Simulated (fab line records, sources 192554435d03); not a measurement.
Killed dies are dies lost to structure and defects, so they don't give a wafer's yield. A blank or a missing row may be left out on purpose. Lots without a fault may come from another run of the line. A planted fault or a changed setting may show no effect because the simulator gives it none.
fab line records | flow n5_finfet
record lots=5 wafers=15 last_day=18
route steps=1938 shown BEOL_M8@1392 BEOL_M9@1401 PASSIVATION@1936
lots that met no fault: from a run of the same line without faults
start_h: hours from the record's first day to the start of the lot's first wafer shown | wait_h: hours since the lot's step before | " the same as in the row above | L1.1+2: a row that stands for several wafers | - no value, or no start given | * or withheld: withheld | < > ~ a bound
route shown NAME@n: a module of which the file shows steps, and the number in the route of the first | usual: mean/standard deviation of fault-free wafers | same: alike in all rows | chamber/n: place in a boat | sites: the reading at each site | _std_site: their standard deviation | _edge_site: outer sites' mean less inner sites' | radius_mm: how far each site lies from the wafer's centre | mask NAME#n: copy n | behind: the tool/chamber that last shaped the wafer | hold: why the lot was held/for how many hours/how that ended | device: the transistor (n, p or np) that didn't switch | end of line: the same wafers' tests at the end of the route | a step without rows: its recipe alone | killed: dies lost to structure and defects at the first sort, not the wafer's yield | map: a wafer's dies, x killed, . not, _ none there
set.NAME: the setting as run; set.NAME@STEP: as run at that earlier step | model.NAME: the simulator's own value behind a step, which no gauge read
lots at some steps of the route; a table a step, a row a wafer
services: from which hour (start_h, from the record's first day; less than 0 if before it) a tool's chamber was out of use, for how many hours, and why
## steps
# step N5_BEOL_M8_SPUTTER_48
# recipe material=Cu target_thk_a=100 temp_c=-20 bias_v=60 power_w=26000 chamber_pressure_pa=0.13 time_s=1.667
# step N5_BEOL_M8_ECD_50
# recipe material=Cu target_thk_a=3000
# step N5_BEOL_M8_ANNEAL_51
# recipe temp_c=225 time_s=90 ambient=N2
# step N5_BEOL_M8_CMP_52
# recipe stop_on=SiCOH_lowk t_overpolish_s=6.9 down_force_psi=1 platen_rpm=50 clearing_platen_down_force_psi=1.5 clearing_platen_rpm=50 post_cmp_clean=cu_alkaline target_thk_nm=80 clearing_platen_pad_velocity_m_s=0.99484 pad_velocity_m_s=0.99484
# step N5_BEOL_M8_PRE_CLEAN_55
# recipe gas=NH3 time_s=15 temp_c=withheld rf_power_w=300
# step N5_BEOL_M8_DEP_56
# recipe material=SiCN target_thk_a=100 temp_c=withheld precursor=3MS/NH3 pressure_torr=3 rf_w=202 time_s=17.5
# step N5_BEOL_M9_ILD_DEP_00
# recipe material=SiCOH_lowk target_thk_a=3085.1 temp_c=300 precursor=DEMS/porogen pressure_torr=5 rf_w=500 time_s=58
# step N5_BEOL_M9_CURE_71
# recipe temp_c=385 time_s=240 ambient=He/Ar material=SiCOH_lowk
# step N5_BEOL_M9_PECVD_70
# recipe material=SiO2 target_thk_a=200 temp_c=400 precursor=TEOS/O2 pressure_torr=5.5 rf_w=450 teos_flow_sccm=53.8 gas=O2 flow_sccm=3000 time_s=22.7
# usual heater_power_w=801/110 rf_fwd_power_W=443.9/2.1 showerhead_plenum_p_Torr=8.76/0.064 susceptor_temp_C=400.01/0.23 throttle_valve_pct=22.5/0.85
# columns lot.wafer tool chamber start_h wait_h heater_power_w rf_fwd_power_W showerhead_plenum_p_Torr susceptor_temp_C throttle_valve_pct
L116.2 pecvd-04 2 252.57 0.0 803 441.8 8.67 399.91 23.3
L116.4 " 1 " " 742 442.2 8.71 400.31 21.5
L116.5 " 2 " " 854 442.9 8.66 399.90 23.1
L120.1 pecvd-04 1 270.51 0.0 759 442.2 8.72 400.25 21.9
L120.3 " 2 " " 861 440.7 8.67 399.72 23.3
L120.4 " 1 " " 778 440.0 8.72 400.39 21.5
L121.3 pecvd-04 1 286.77 0.0 803 438.7 8.73 399.80 21.9
L121.4 " 1 " " 776 439.3 8.70 399.71 22.1
L121.6 " 2 " " 892 441.3 8.65 400.23 23.4
L131.2 pecvd-02 0 357.08 0.0 680 445.3 8.81 399.78 22.9
L131.3 " 2 " " 868 446.3 8.77 399.93 21.4
L131.6 " 2 " " 867 447.6 8.76 400.09 21.4
L132.2 pecvd-04 0 358.55 0.0 878 446.7 8.77 399.98 23.1
L132.3 " 1 " " 727 443.9 8.75 399.86 22.0
L132.5 " 0 " " 891 444.7 8.76 400.17 23.1
# step N5_BEOL_M9_HM_DEP_02
# recipe material=TiN target_thk_a=200 temp_c=25 chamber_pressure_pa=0.49996
# step N5_BEOL_M9_COAT_59
# recipe resist=SOC temp_c=250 time_s=60 spin_rpm=1500 resist_thk_nm=100
# step N5_BEOL_M9_COAT_60
# recipe resist=SiARC temp_c=220 time_s=60 spin_rpm=1500 resist_thk_nm=30
# step N5_BEOL_M9_COAT_05
# recipe resist=CAR-ArF spin_rpm=1500 resist_thk_nm=90
# step N5_BEOL_M9_EBR_07
# recipe solvent=PGMEA ebr_width_mm=1.5
# step N5_BEOL_M9_SOFTBAKE_06
# recipe temp_c=110 time_s=60 resist=CAR-ArF
# step N5_BEOL_M9_EXPOSE_08
# recipe mask_id=M9 na=1.35 source_shape=dipole sigma_inner=0.411 sigma_outer=0.611 polarization=te dose_mj=53.75
# step N5_BEOL_M9_PEB_09
# recipe peb_temp_c=withheld peb_time_s=60 resist=CAR-ArF
# step N5_BEOL_M9_DEVELOP_10
# recipe develop_time_s=30 developer=TMAH resist=CAR-ArF rinse_liquid=diw dry=air_spin dev_temp_c=23
# step N5_BEOL_M9_INSPECT_13
# recipe mode=adi inspect_instrument=brightfield
# usual raw_defect_count=394/94
# columns lot.wafer tool chamber start_h wait_h raw_defect_count
L116.2 defect_inspect-02 - 254.48 0.0 1514
L116.4 " - " " 412
L116.5 " - " " 1624
L120.1 defect_inspect-02 - 271.69 0.0 379
L120.3 " - " " 1693
L120.4 " - " " 635
L121.3 defect_inspect-02 - 288.38 0.0 393
L121.4 " - " " 434
L121.6 " - " " 1738
L131.2 defect_inspect-01 - 357.69 0.0 282
L131.3 " - " " 307
L131.6 " - " " 288
L132.2 defect_inspect-02 - 360.09 0.0 427
L132.3 " - " " 565
L132.5 " - " " 374
# step N5_BEOL_M9_DESCUM_16
# recipe chemistry=O2 time_s=7.9 source_power_w=50 bias_power_w=20 pressure_mtorr=20 rf_frequency_hz=2.712e+07 temp_c=40 resist=CAR-ArF o2_flow_sccm=225
# step N5_PASSIVATION_PROBE_49
# usual defect_limited_yield=90.9/1.5 killed_at_M0_to_M3=35/10 killed_at_M4_up=14/5.2 killed_at_contacts=13/7.3 killed_at_front_end=42/12 killed_at_other=3.4/2.5 killed_dies=108/18 killed_open=70/13 killed_short=35/8 sort_bin_5_function=5.4/1 sort_bin_6_memory=3.4/0.71 sort_n_pass=1072/18 sort_yield_pct=90.9/1.5
# same gross_dies=1180 killed_at_back_side=0 sort_bin_4_leakage[%]=0 sort_bin_8_speed[%]=0
# columns lot.wafer tool chamber start_h wait_h defect_limited_yield[%] killed_at_M0_to_M3 killed_at_M4_up killed_at_contacts killed_at_front_end killed_at_other killed_dies killed_open killed_short sort_bin_5_function[%] sort_bin_6_memory[%] sort_n_pass sort_yield_pct[%]
L116.2 prober-02 - 321.02 0.1 81.3 25 159 5 29 3 221 52 24 11.0 4.2 959 81.3
L116.5 prober-02 - 321.17 0.2 80.8 39 167 4 14 2 226 49 23 10.5 4.3 954 80.8
L120.3 prober-02 - 341.42 0.1 76.8 36 177 6 54 1 274 83 30 14.4 5.3 906 76.8
L121.6 prober-01 - 346.54 0.3 79.9 23 172 4 35 3 237 49 21 11.5 3.7 943 79.9
# killed by level:class
L116.2 BEOL_M9:unspecified=141 BEOL_M0_SAQP:geometric_particle:open=10 BEOL_M4:geometric_particle:open=10 FIN_SAQP:geometric_particle:open=6 FIN_SAQP:geometric_particle:short=4 STI_FIN_REVEAL:geometric_particle:open=4 GATE_CUT:geometric_particle:open=4 BEOL_M0_SAQP:geometric_particle:short=4
L116.5 BEOL_M9:unspecified=154 BEOL_M4:geometric_particle:open=8 BEOL_M0_SAQP:geometric_particle:short=7 BEOL_M0_SAQP:geometric_particle:open=7 BEOL_M0:geometric_particle:open=7 BEOL_M1:geometric_particle:open=6 BEOL_M3:geometric_particle:short=5 FIN_SAQP:geometric_particle:open=3
L120.3 BEOL_M9:unspecified=159 STI_FIN_REVEAL:geometric_particle:open=13 FIN_SAQP:geometric_particle:open=10 BEOL_M3:geometric_particle:open=9 BEOL_M0_SAQP:geometric_particle:open=7 BEOL_M4:geometric_particle:open=7 DUMMY_GATE:geometric_particle:open=6 MOL_CONTACT_COAG:geometric_particle:open=5
L121.6 BEOL_M9:unspecified=159 HKMG_FIN:area_etch=8 BEOL_M1:geometric_particle:open=6 FIN_SAQP:geometric_particle:open=5 BEOL_M0:geometric_particle:open=5 STARTING-WAFER:geometric_particle:open=5 BEOL_M4:geometric_particle:open=5 FIN_SAQP:geometric_particle:short=4
# map L116.5 (x killed, . not)
_________________.....x...x..________________
______________.....x......x...x._____________
___________........................__________
__________....................x....._________
________.............................._______
_______..x.....................x.......______
______..............x..................._____
_____.....................x....x........x____
____......................................___
___..........x.......x.....xx......x......x__
___x.............x............x............__
__.......................x...x......x......._
__..............................x.x........._
_..............x.............................
_...................x........................
_...................................xx.....x.
_...........xxx.x.............x.......x......
_.........x...x.............................x
_........x.xxxx...x...................x......
_......xxxxxxxx.xxxx.......x...............x.
_......xxxxxxxxxxx.xx.......x...............x
__..xxxxxxxxxxxxxxxx.xx.xx.................._
__....xxxxxxxxxxxxxxx......................._
___..xxxxxxxxxxxxxxxxx........x....x.......__
___..xxxxxxxxxxxxxxxxx.............x.x.....__
____xxxxxxxxxxxxxxxxx.x...........x.......___
_____..xxxxxxxxxxxxx.x.x...........x.....____
______.xx.xxxxxxxx...xx..x.x.x.....x.x.._____
_______x..xxxxxxx.xx.............x.....______
________..x.xx...x..x.....x.x....x...._______
__________.x...x......x............._________
___________......x.................__________
______________...........x....x._____________
_________________............________________
# map L120.3 (x killed, . not)
_________________.x....x.x...________________
______________........x........._____________
___________.......x...............x__________
__________.x.x..............x..x...._________
________..........x.......x......x...._______
_______x........x......x....x...x......______
______xx..x.x..x..x......x....x.x......._____
_____........x..x..........x...........x.____
____..x..................x............x...___
___...............x.......x..x.......x.....__
___....x..........x..xx.............x...x..__
__......................x........x.........._
__..............x.........x................._
_.x........x......x...........x.......x...x..
_..x.........x...................x......xx...
_x..x...x......x.............................
_.....x.....x...............x................
_...........x.x....x...x...................x.
_........xxxxxxxx.xx.........x...x....x......
_.....x.xx.x.xxxxxxx.xx....x.................
_......x.xxxxxxxxxxx..................xx.....
__.x..xxxxxxxxxxxxx.x..................x...._
__.x.xx.xxxxxxxxxxxxx...x.x.........x....xx._
___.x.xxxxxxxxxxxxxxxxx....................__
___...xxxxxxxxxxxxxx..x.x..................__
____.xxxxxxxxxxxxxxxxx..........x...xx..x.___
_____.xxxxxxxxxxxxxxx.xx...........x.....____
______.xxxxxxxxxxxxxx..x....x..........x_____
_______.x.xxxxxxxxxx...................______
________xx.xx.xx......x..............x_______
__________..x.x...xxx........x......_________
___________.x....x...........xx....__________
______________xx.x.............x_____________
_________________..x..x......________________
## services
# columns tool chamber start_h hours kind
pecvd-02 1 234.64 2.1 scheduled_down
## key
first_sign step=N5_BEOL_M9_INSPECT_13 reading=raw_defect_count direction=up sigmas=13 usual=394 struck=1642
effect step=N5_PASSIVATION_PROBE_49 reading=killed_at_M4_up direction=up sigmas=29 usual=14 struck=169
more_kills_born_at N5_BEOL_M9_PECVD_70@pecvd-04=613
met_at N5_BEOL_M9_PECVD_70
struck_wafers L116.2,L116.5,L120.3,L121.6
fault kind=chamber_particle_source tool=pecvd-04 chamber=2 onset_h=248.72 steps=N5_BEOL_M9_PECVD_70 rate_per_visit_cm2=1.8805 end_h=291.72
